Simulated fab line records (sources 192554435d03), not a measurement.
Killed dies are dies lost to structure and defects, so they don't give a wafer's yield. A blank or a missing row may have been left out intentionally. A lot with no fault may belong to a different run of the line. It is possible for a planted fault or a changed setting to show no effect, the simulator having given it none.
Split-lot study ; flow n5_finfet ; on a route of 1938 steps: 7 lots, 39 wafers read

## THE SPLIT ITSELF
At N5_SD_EPI_P_EPI_21 (deposits SiGe:B, time 355 s), the setting time_s was moved away from the recipe's 355 s on 12 of the 39 wafers read, by -31.1% to +47.9%. The other wafers ran this setting at the recipe's value.

The reading is taken at the split's own step.

## THE READING
SiGe-B_of_SD_EPI_P_EPI_21.thk_nm (the simulator's own value, which no gauge read), in nm, at N5_SD_EPI_P_EPI_21 (deposits SiGe:B, time 355 s). The file gives no usual value for it. The 27 wafers here that ran the recipe average 61.2 nm, standard deviation 0.9 nm.

wafer;tool, chamber at the split;time_s as run, s;against the recipe;SiGe-B_of_SD_EPI_P_EPI_21.thk_nm, nm;against lot-mates on the recipe
L078.1;epi_rpcvd-04, 0;524.9;+47.9%;79.2;+19.7
L078.2;epi_rpcvd-04, 0;524.9;+47.9%;78.4;+18.9
L078.5;epi_rpcvd-04, 0;524.9;+47.9%;78.4;+18.9
L078.3;epi_rpcvd-04, 0;355;recipe;59.2;-
L078.4;epi_rpcvd-04, 0;355;recipe;59.6;-
L078.6;epi_rpcvd-04, 0;355;recipe;59.8;-
L081.1;epi_rpcvd-01, 0;355;recipe;59.6;-
L081.2;epi_rpcvd-01, 0;355;recipe;60.8;-
L081.3;epi_rpcvd-01, 0;355;recipe;60.2;-
L081.4;epi_rpcvd-01, 0;355;recipe;60.4;-
L081.5;epi_rpcvd-01, 0;355;recipe;61.2;-
L081.6;epi_rpcvd-01, 0;355;recipe;60;-
L082.1;epi_rpcvd-04, 0;355;recipe;61.4;-
L082.2;epi_rpcvd-04, 0;244.7;-31.1%;45.8;-15.8
L082.3;epi_rpcvd-04, 0;244.7;-31.1%;45.6;-16.0
L082.4;epi_rpcvd-04, 0;244.7;-31.1%;46;-15.6
L082.5;epi_rpcvd-04, 0;355;recipe;61.8;-
L082.6;epi_rpcvd-04, 0;355;recipe;61.6;-
L084.3;epi_rpcvd-01, 0;355;recipe;61.6;-
L084.5;epi_rpcvd-01, 0;355;recipe;61;-
L084.6;epi_rpcvd-01, 0;355;recipe;62;-
L087.1;epi_rpcvd-01, 0;355;recipe;62;-
L087.3;epi_rpcvd-01, 0;355;recipe;62;-
L087.4;epi_rpcvd-01, 0;355;recipe;62;-
L087.2;epi_rpcvd-01, 0;355;recipe;61.2;-
L087.5;epi_rpcvd-01, 0;355;recipe;62.2;-
L087.6;epi_rpcvd-01, 0;355;recipe;62.2;-
L095.1;epi_rpcvd-04, 0;498.9;+40.5%;78.2;+16.5
L095.2;epi_rpcvd-04, 0;498.9;+40.5%;77.8;+16.1
L095.3;epi_rpcvd-04, 0;498.9;+40.5%;78.6;+16.9
L095.4;epi_rpcvd-04, 0;355;recipe;61.8;-
L095.6;epi_rpcvd-04, 0;355;recipe;61.8;-
L095.5;epi_rpcvd-04, 0;355;recipe;61.4;-
L096.1;epi_rpcvd-02, 0;355;recipe;61.8;-
L096.2;epi_rpcvd-02, 0;355;recipe;62.2;-
L096.3;epi_rpcvd-02, 0;288.9;-18.6%;54;-7.9
L096.4;epi_rpcvd-02, 0;288.9;-18.6%;54.8;-7.1
L096.5;epi_rpcvd-02, 0;355;recipe;61.6;-
L096.6;epi_rpcvd-02, 0;288.9;-18.6%;55;-6.9

FIT RESULTS
A straight line over all 39 wafers: SiGe-B_of_SD_EPI_P_EPI_21.thk_nm changes by +0.407 nm for each +1% of time_s; r = +0.99; the points scatter about the line by 1.3 nm.
The same after taking each lot's own level away (the mean of its wafers on the recipe; 39 wafers): +0.424 nm for each +1%; r = +0.99; scatter 0.88 nm.
That fit puts the effect of the largest move of time_s on the reading at 20 nm.
Across the lots, their own levels run from 59.53 to 61.93 nm, a range of 2.7 times the standard deviation given above.
The two slopes agree, so the slope changes little with the lot-to-lot level.
Check: with one of the wafers moved furthest among these (+47.9%) left out of the fit, the line predicts +20.1 nm for it against its lot-mates. It came out at +19.7 nm against them.

## THESE WAFERS: OTHER SPLITS
Other splits were also applied to these wafers ahead of the reading. Each is held against what the fit with the lots' levels taken away leaves over:
other split on the same wafers;wafers away from the commonest value;r with SiGe-B_of_SD_EPI_P_EPI_21.thk_nm (lot level and that fit taken away)
N5_PMOS_HMC_CHANNEL_EPI_HM_DEP_34 target_thk_a;12;+0.26
N5_FIN_SAQP_SPACER1_ALD_24 ald_cycles;15;+0.13

## THE WHOLE CHAIN: every reading that the file lists as answering this split, in the file's order
step;what it does;reading;change (the file's fit);r (the file's)
N5_SD_EPI_P_EPI_21;deposits SiGe:B, time 355 s;SiGe-B_of_SD_EPI_P_EPI_21.thk_nm (the simulator's own value, which no gauge read);+0.422 nm for each +1% of the setting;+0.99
N5_SD_EPI_P_EPI_MEAS_23;;thk_nm;withheld for each +1% of the setting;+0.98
N5_SD_ACTIVATION_RS_MEAS_03;measures by four-point-probe;RS_SD_P;not straight: 75.8 at the lowest setting, 55.8 at the recipe, 43.5 at the highest;not given

## THE FILE'S OWN FIT
SiGe-B_of_SD_EPI_P_EPI_21.thk_nm changes by +0.422 nm for each +1% of time_s, r = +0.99.
